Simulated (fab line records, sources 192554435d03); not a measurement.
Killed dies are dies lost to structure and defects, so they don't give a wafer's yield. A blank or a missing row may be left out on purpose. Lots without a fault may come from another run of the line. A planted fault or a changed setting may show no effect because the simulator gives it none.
A struck lot beside a sound one | flow n5_finfet | 15 steps out of a route of 1938
Sound: wafers L741.1, L741.5, L741.6. Struck: wafers L747.1, L747.3, L747.5. The cause comes at the end.
At each step with rows: each side's tool, then ch and its chambers, then its first start. Under that, the readings that differ: sound wafers | struck wafers | difference of the means | sigmas: that difference in standard deviations of wafers without a fault.
alike: readings whose means differ by less than 2 such deviations, and words and numbers that are the same on both sides. not compared: withheld readings, readings that some wafer has no value for, bounds like >300 that may hide the same value, and numbers for which the record gives no deviation and whose values overlap.
The two part at a step that has a row with sigmas, a row that says differs or no value, or rows on one side only. Numbers that don't overlap but have no deviation are shown without sigmas and don't part them. A reading that every wafer of one side lacks parts them only if that side has two wafers or more.

N5_SD_ACTIVATION_RS_MEAS_03: measures by four-point-probe.
  sound on film_metro-01, day 5 13:53; struck on film_metro-01, day 7 02:37
  reading          | sound          | struck         | difference | sigmas
  RS_SD_P (ohm/sq) | 54.3 53.9 53.2 | 58.4 58.3 58.0 | +4.4       | +4
  alike: RS_SD_N
N5_SD_ACTIVATION_INSPECT_02: inspects for defects (darkfield).
  sound on defect_inspect-01, day 5 14:13; struck on defect_inspect-02, day 7 02:56
  alike: raw_defect_count
N5_ILD0_LINER_00: material SiNx, target thk 4 nm, pulse time 1 s, purge time 2 s.
  sound on ald_sin-04 ch 0,1, day 5 14:27; struck on ald_sin-02 ch 0,2,3, day 7 02:58
  alike: heater_power_w, precursor_pulse_height_rel
then, 2 steps without rows for these wafers: N5_ILD0_FCVD_FILL_01 (material SiO2 flowable, target thk 200 nm, time 328.3 s); N5_ILD0_CURE_02 (time 1800 s).
N5_ILD0_CMP_03: polishes, stops on SiNx, t overpolish 1.9 s, target thk 197.38 nm.
  sound on cmp-02 ch 2,3, day 5 16:49; struck on cmp-01 ch 1,3, day 7 05:23
  alike: edge_zone_pressure_frac, head_pressure_psi, motor_current_A, overpolish_run_s, retaining_ring_pressure_frac, time_to_endpoint_s
N5_ILD0_THK_MEAS_04:
  sound on film_metro-02, day 5 17:07; struck on film_metro-01, day 7 05:39
  alike: thk_nm
N5_ILD0_CMP_07: polishes SiO2 flowable, stops on poly-Si, t overpolish 1.18 s, target thk 138.88 nm.
  sound on cmp-04 ch 1,2, day 5 17:11; struck on cmp-04 ch 0,2, day 7 05:41
  alike: edge_zone_pressure_frac, head_pressure_psi, motor_current_A, retaining_ring_pressure_frac
N5_ILD0_THK_MEAS_08:
  sound on film_metro-02, day 5 17:26; struck on film_metro-02, day 7 05:58
  alike: thk_nm
then, 1 step without rows for these wafers: N5_ILD0_PRECLEAN_10 (cleans in NF3:NH3, afs cycles 5, time 20 s, sublimation time 60 s).
N5_ILD0_ALD_15: deposits SiNx, target thk 24 nm, pulse time 1 s, ald cycles 480.
  sound on ald_sin-04 ch 0,1,3, day 5 18:10; struck on ald_sin-02 ch 0,3, day 7 06:52
  alike: heater_power_w, precursor_pulse_height_rel
N5_ILD0_CMP_12: polishes SiNx, stops on poly-Si, t overpolish 6 s, target thk 17.67 nm.
  sound on cmp-04 ch 0,2,3, day 5 20:28; struck on cmp-02 ch 0,2, day 7 09:06
  reading                 | sound             | struck            | difference | sigmas
  head_pressure_psi (psi) | 2.507 2.496 2.498 | 1.867 1.875 1.873 | -0.629     | -99 or more
  time_to_endpoint_s (s)  | 27.1 29.9 26.3    | 41.8 39.8 39.9    | +12.7      | +6
  alike: edge_zone_pressure_frac, motor_current_A, overpolish_run_s, retaining_ring_pressure_frac
N5_ILD0_THK_MEAS_13:
  sound on film_metro-02, day 5 20:39; struck on film_metro-01, day 7 09:21
  alike: thk_nm
-- the record jumps here: 5 days lie between the struck wafers' starts before and after (it left off in module ILD0 and takes up again in module BEOL_M4, whose first step shown is number 1111 of the route) --
N5_BEOL_M4_RC_MEAS_101:
  sound on prober-02 ch 0, day 11 04:26; struck on prober-02 ch 0, day 12 07:25
  alike: DIBL_N, DIBL_P, IOFF_N, IOFF_P, ION_N, ION_P, SS_N, SS_P, VT_N, VT_P
N5_PASSIVATION_PROBE_49:
  the record has rows for the sound wafers here (prober-01, day 15 12:13) and none for the struck ones

WHERE THEY PART
First at N5_SD_ACTIVATION_RS_MEAS_03; last, within this record, at N5_PASSIVATION_PROBE_49.

WHY: what the simulator had put in
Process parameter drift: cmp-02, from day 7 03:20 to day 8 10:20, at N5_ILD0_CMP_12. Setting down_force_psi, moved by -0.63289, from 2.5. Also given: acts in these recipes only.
